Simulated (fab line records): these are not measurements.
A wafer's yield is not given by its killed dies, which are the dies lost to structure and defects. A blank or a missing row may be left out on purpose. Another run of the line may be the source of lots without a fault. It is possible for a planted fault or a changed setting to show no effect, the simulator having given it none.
Which tool is to blame? + flow nand_harc + 12 lots with 36 wafers sampled at 5 steps, on a route of 1159 steps

WHAT THE GAUGES SHOWED, per wafer
NHARC_A_M1_INSPECT_27. Usual: raw_defect_count at 490, with a standard deviation of 140.
| lot  | measured     | on                | raw_defect_count | flag |
|------|--------------|-------------------|------------------|------|
| L799 | day 18 07:36 | defect_inspect-02 | 1006 460 545     |      |
| L800 | day 18 11:20 | defect_inspect-01 | 415 373 457      |      |
| L802 | day 18 12:42 | defect_inspect-01 | 443 440 566      |      |
| L801 | day 18 13:55 | defect_inspect-02 | 493 324 640      |      |
| L809 | day 20 11:34 | defect_inspect-02 | 746 435 487      |      |
| L808 | day 21 05:43 | defect_inspect-01 | 574 577 683      |      |
| L814 | day 22 13:56 | defect_inspect-01 | 400 834 399      |      |
| L816 | day 22 16:03 | defect_inspect-02 | 837 720 701      |      |
| L819 | day 22 23:21 | defect_inspect-02 | 402 528 482      |      |
| L818 | day 23 00:23 | defect_inspect-02 | 432 358 539      |      |
| L820 | day 23 03:58 | defect_inspect-01 | 444 325 571      |      |
| L821 | day 23 13:56 | defect_inspect-02 | 341 485 435      |      |

NHARC_A_BONDPAD_THK_MEAS_30: measures by ellipsometry. Usual: thk_nm at 199.2 nm, with a standard deviation of 1.6.
| lot  | measured     | on            | thk_nm (nm)       | flag |
|------|--------------|---------------|-------------------|------|
| L799 | day 18 09:24 | film_metro-02 | 198.6 198.2 198.3 |      |
| L800 | day 18 12:41 | film_metro-02 | 203.8 200.5 204.3 |      |
| L802 | day 18 14:45 | film_metro-01 | 196.1 199.7 196.2 |      |
| L801 | day 18 15:28 | film_metro-02 | 202.3 201.0 198.7 |      |
| L809 | day 20 13:04 | film_metro-02 | 198.7 198.4 197.2 |      |
| L808 | day 21 07:13 | film_metro-01 | 197.4 198.3 199.0 |      |
| L814 | day 22 15:59 | film_metro-01 | 200.1 199.1 197.9 |      |
| L816 | day 22 18:31 | film_metro-02 | 200.6 198.4 200.1 |      |
| L819 | day 23 00:42 | film_metro-01 | 198.5 197.6 201.3 |      |
| L818 | day 23 01:49 | film_metro-02 | 200.5 200.7 198.2 |      |
| L820 | day 23 05:38 | film_metro-02 | 198.0 198.7 200.6 |      |
| L821 | day 23 15:19 | film_metro-01 | 197.9 197.9 198.5 |      |

WHICH TOOL RAN EACH LOT (tool, then ch and the chambers of the sampled wafers, then the start)
| lot  | NHARC_A_M1_PRE_CLEAN_30                 | NHARC_A_M1_ECD_22              | NHARC_A_M1_CMP_23             |
|------|-----------------------------------------|--------------------------------|-------------------------------|
| L799 | pvd_sputter-03, day 18 06:26 or earlier | ecd_cu-01 ch 0, day 18 06:26   | cmp-01 ch 0,1,2, day 18 07:09 |
| L800 | pvd_sputter-01, day 18 09:59 or earlier | ecd_cu-01 ch 1, day 18 09:59   | cmp-01 ch 0,1,3, day 18 10:52 |
| L802 | pvd_sputter-03, day 18 11:36 or earlier | ecd_cu-01 ch 0,1, day 18 11:36 | cmp-04 ch 0,1, day 18 12:13   |
| L801 | pvd_sputter-02, day 18 12:44 or earlier | ecd_cu-01 ch 0,1, day 18 12:44 | cmp-01 ch 0,3, day 18 13:27   |
| L809 | pvd_sputter-02, day 20 10:27 or earlier | ecd_cu-01 ch 0,1, day 20 10:27 | cmp-02 ch 1,2, day 20 11:06   |
| L808 | pvd_sputter-01, day 21 04:34 or earlier | ecd_cu-01 ch 1, day 21 04:34   | cmp-04 ch 0,1, day 21 05:16   |
| L814 | pvd_sputter-03, day 22 12:47 or earlier | ecd_cu-02 ch 0,1, day 22 12:47 | cmp-04 ch 0,2,3, day 22 13:29 |
| L816 | pvd_sputter-02, day 22 14:45 or earlier | ecd_cu-02 ch 0,1, day 22 14:45 | cmp-01 ch 1,2,3, day 22 15:38 |
| L819 | pvd_sputter-03, day 22 22:10 or earlier | ecd_cu-02 ch 0,1, day 22 22:10 | cmp-02 ch 0,2,3, day 22 22:52 |
| L818 | pvd_sputter-02, day 22 23:10 or earlier | ecd_cu-02 ch 0,1, day 22 23:10 | cmp-04 ch 0,1,2, day 22 23:58 |
| L820 | pvd_sputter-02, day 23 02:36 or earlier | ecd_cu-02 ch 0,1, day 23 02:36 | cmp-04 ch 0,1,2, day 23 03:29 |
| L821 | pvd_sputter-01, day 23 12:44 or earlier | ecd_cu-01 ch 0,1, day 23 12:44 | cmp-01 ch 1,2,3, day 23 13:31 |
- NHARC_A_M1_PRE_CLEAN_30: time 30 s.
- NHARC_A_M1_ECD_22: material Cu, target thk 400 nm.
- NHARC_A_M1_CMP_23: polishes, t overpolish 20 s, target thk 154.34 nm.

WHAT THE TOOLS THEMSELVES READ (means of the sampled wafers that have a number; where no wafer has one, the mark that the record gives instead)
NHARC_A_M1_PRE_CLEAN_30. Usual: heater_power_w at 407 W, with a standard deviation of 34.
| lot  | tool           | heater_power_w (W) | flag |
|------|----------------|--------------------|------|
| L799 | pvd_sputter-03 | 486                |      |
| L800 | pvd_sputter-01 | 363                |      |
| L802 | pvd_sputter-03 | 420                |      |
| L801 | pvd_sputter-02 | 413                |      |
| L809 | pvd_sputter-02 | 410                |      |
| L808 | pvd_sputter-01 | 384                |      |
| L814 | pvd_sputter-03 | 439                |      |
| L816 | pvd_sputter-02 | 405                |      |
| L819 | pvd_sputter-03 | 432                |      |
| L818 | pvd_sputter-02 | 401                |      |
| L820 | pvd_sputter-02 | 413                |      |
| L821 | pvd_sputter-01 | 375                |      |

NHARC_A_M1_CMP_23. Usual: motor_current_A 12.2 A, standard deviation 1.4; retaining_ring_pressure_frac 0.999, standard deviation 0.0047; time_to_endpoint_s 27 s, standard deviation 3.6.
| lot  | tool   | motor_current_A (A) | retaining_ring_pressure_frac | time_to_endpoint_s (s) | flag |
|------|--------|---------------------|------------------------------|------------------------|------|
| L799 | cmp-01 | 10.4                | 1.001                        | 31                     |      |
| L800 | cmp-01 | 11.7                | 1.002                        | 34                     |      |
| L802 | cmp-04 | 12.5                | 0.998                        | 22                     |      |
| L801 | cmp-01 | 12.1                | 0.999                        | 31                     |      |
| L809 | cmp-02 | 12.6                | 0.999                        | 46                     | OFF  |
| L808 | cmp-04 | 13.2                | 0.999                        | 39                     | OFF  |
| L814 | cmp-04 | 13.3                | 0.998                        | 25                     |      |
| L816 | cmp-01 | 11.3                | 0.999                        | 27                     |      |
| L819 | cmp-02 | 11.4                | 0.999                        | 27                     |      |
| L818 | cmp-04 | 12.9                | 0.997                        | 27                     |      |
| L820 | cmp-04 | 13.3                | 1.003                        | 22                     |      |
| L821 | cmp-01 | 11.6                | 0.997                        | 29                     |      |

THE ANSWER, worked out from the rows above alone
Rule: a lot is off if the mean of its wafers that have a number lies more than 3 standard deviations from the usual mean. Also off: a lot with no number at a reading for which 4 or more lots have one. All remaining lots with rows at the step are treated as sound. First the gauges in route order, then the tools' own readings, where a lot's mean is used as printed above. At the first step where some lot is off, the reading lying furthest off is the one used; lots without a number count as furthest.
Off at NHARC_A_M1_CMP_23 (time_to_endpoint_s): L809, L808.
A tool fits if, at that step or a process step before it, it ran every lot that is off, and no sound lot after the first of them. NHARC_A_M1_PRE_CLEAN_30: start missing for some lots; hours and lot order therefore follow NHARC_A_M1_ECD_22. Not one of the candidates tried fits.

WHAT THE SIMULATOR HAD PUT IN
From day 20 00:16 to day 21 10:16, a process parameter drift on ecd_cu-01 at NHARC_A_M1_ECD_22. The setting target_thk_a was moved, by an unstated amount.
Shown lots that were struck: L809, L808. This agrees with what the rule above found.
